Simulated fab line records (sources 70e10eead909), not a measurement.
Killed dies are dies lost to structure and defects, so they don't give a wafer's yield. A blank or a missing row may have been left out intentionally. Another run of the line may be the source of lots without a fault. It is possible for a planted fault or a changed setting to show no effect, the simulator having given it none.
Which tool is to blame? ; flow nand harc ; 15 lots, 43 wafers sampled, at 4 steps of a route of 1302

## WHAT THE GAUGES READ, wafer by wafer
NHARC_A_ONON_D2_THK_MEAS_11: measures by ellipsometry.
lot;measured;on;thk nm (nm)
L700;day 12 07:44;film metro-02;999 1001 999
L701;day 12 22:08;film metro-01;995 995 995
L702;day 13 08:22;film metro-01;1002 1005 1002
L703;day 13 23:01;film metro-02;993 991 992
L704;day 13 23:02;film metro-02;1011 1011 1011
L706;day 14 21:49;film metro-02;985 984 986
L707;day 15 19:01;film metro-02;1000 1001 1002
L709;day 16 15:54;film metro-01;987 989 986
L712;day 17 08:47;film metro-01;1010 1009 1009
L715;day 19 01:35;film metro-01;1608 1027
L717;day 19 04:22;film metro-02;1006 1007 1007
L716;day 19 04:20;film metro-01;1575 996 998
L719;day 20 07:54;film metro-02;992 1572
L722;day 21 08:48;film metro-02;1013 1014 1013
L721;day 21 08:49;film metro-01;997 996 996

NHARC_END_SORT_01.
lot;measured;on;killed at array;killed at other;killed at periphery;killed dies;killed open;killed short
L715;day 30 15:26;prober-02;676 86;0 0;1 4;677 90;3 4;2 3
L716;day 30 23:15;prober-02;669 42 41;1 1 2;7 6 3;677 49 46;3 0 2;1 2 3
L719;day 31 18:24;prober-02;44 667;2 1;6 9;52 677;4 1;1 3

## TOOL THAT RAN EACH LOT (tool first, then ch and the chambers of the sampled wafers, then the start)
lot;NHARC_A_ONON_D2_DEP_09;NHARC_A_CHANNEL_HOLE_D2_DEP_01
L700;pecvd onon-02 ch 0, day 12 07:21;pecvd-01 ch 0,1, day 12 20:49
L701;pecvd onon-02 ch 0, day 12 21:37;pecvd-02 ch 0,2, day 13 10:52
L702;pecvd onon-04 ch 0, day 13 07:52;pecvd-01 ch 0,1,2, day 13 22:32
L703;pecvd onon-01 ch 0, day 13 22:31;pecvd-01 ch 0,2, day 14 16:31
L704;pecvd onon-04 ch 0, day 13 22:35;pecvd-04 ch 0,2, day 14 16:27
L706;pecvd onon-01 ch 0, day 14 21:28;pecvd-02 ch 0,1,2, day 15 12:26
L707;pecvd onon-01 ch 0, day 15 18:31;pecvd-01 ch 0,1,2, day 16 11:10
L709;pecvd onon-01 ch 0, day 16 15:30;pecvd-02 ch 0,1, day 17 04:17
L712;pecvd onon-01 ch 0, day 17 08:16;pecvd-04 ch 0,2, day 17 21:53
L715;pecvd onon-01 ch 0, day 19 01:11;pecvd-02 ch 1, day 19 15:20
L717;pecvd onon-02 ch 0, day 19 03:52;pecvd-01 ch 0,1,2, day 19 16:25
L716;pecvd onon-01 ch 0, day 19 03:56;pecvd-01 ch 1,2, day 19 17:11
L719;pecvd onon-01 ch 0, day 20 07:23;pecvd-01 ch 0, day 20 21:26
L722;pecvd onon-04 ch 0, day 21 08:17;pecvd-04 ch 0,2, day 21 22:01
L721;pecvd onon-02 ch 0, day 21 08:22;pecvd-04 ch 0,1, day 21 22:56
- NHARC_A_ONON_D2_DEP_09: target thk 1000 nm.
- NHARC_A_CHANNEL_HOLE_D2_DEP_01: deposits SiON, target thk 140 nm.

## AS READ BY THE TOOLS THEMSELVES (means over the sampled wafers that have a number; for cases with no such wafer, the mark the record gives instead)
NHARC_A_CHANNEL_HOLE_D2_DEP_01.
lot;tool;heater power outer w (W);heater power w (W)
L700;pecvd-01;444;736
L701;pecvd-02;495;785
L702;pecvd-01;416;699
L703;pecvd-01;386;642
L704;pecvd-04;428;756
L706;pecvd-02;496;791
L707;pecvd-01;409;682
L709;pecvd-02;541;832
L712;pecvd-04;452;781
L715;pecvd-02;514;777
L717;pecvd-01;406;676
L716;pecvd-01;391;670
L719;pecvd-01;336;572
L722;pecvd-04;423;736
L721;pecvd-04;326;589

## THE ANSWER, worked out from the rows above alone
Rule: the lots themselves supply what counts as usual. The widest of any qualifying gaps counts: lots, ordered by their means at a reading, are off when they make up no more than a third of the lots, leave a main group of 4 or more, and stand apart from it by 3 or more times the standard deviation of that group's means. The tables above print the reading to a certain number of digits; a main group whose means all agree to those digits is not used. Also off: a lot with no number at a reading for which 4 or more lots have one. The other lots that the step has rows for count as sound. After the gauges, taken in route order, come the tools' own readings; for these a lot's mean is taken, as printed above. The first step at which some lot is off is used, and at that step the reading that is off furthest; a lot without a number counts as furthest.
Off, at NHARC_A_ONON_D2_THK_MEAS_11 on thk nm: L715, L716, L719. The main group: mean 1000 nm, standard deviation 8.8.
A tool fits if, at a process step before that reading, it ran every lot that is off, and no sound lot after the first of them. The gauges at NHARC_A_ONON_D2_THK_MEAS_11 are tried like those tools. One candidate fits, namely pecvd onon-01 at NHARC_A_ONON_D2_DEP_09. A fault onset in the window from L712 (day 17 08:16, its last sound lot) to L715 (day 19 01:11, its first lot off) fits.

## WHAT THE SIMULATOR HAD PUT IN
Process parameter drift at NHARC_A_ONON_D2_DEP_09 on pecvd onon-01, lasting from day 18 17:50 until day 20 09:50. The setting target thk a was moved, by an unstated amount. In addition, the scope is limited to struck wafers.
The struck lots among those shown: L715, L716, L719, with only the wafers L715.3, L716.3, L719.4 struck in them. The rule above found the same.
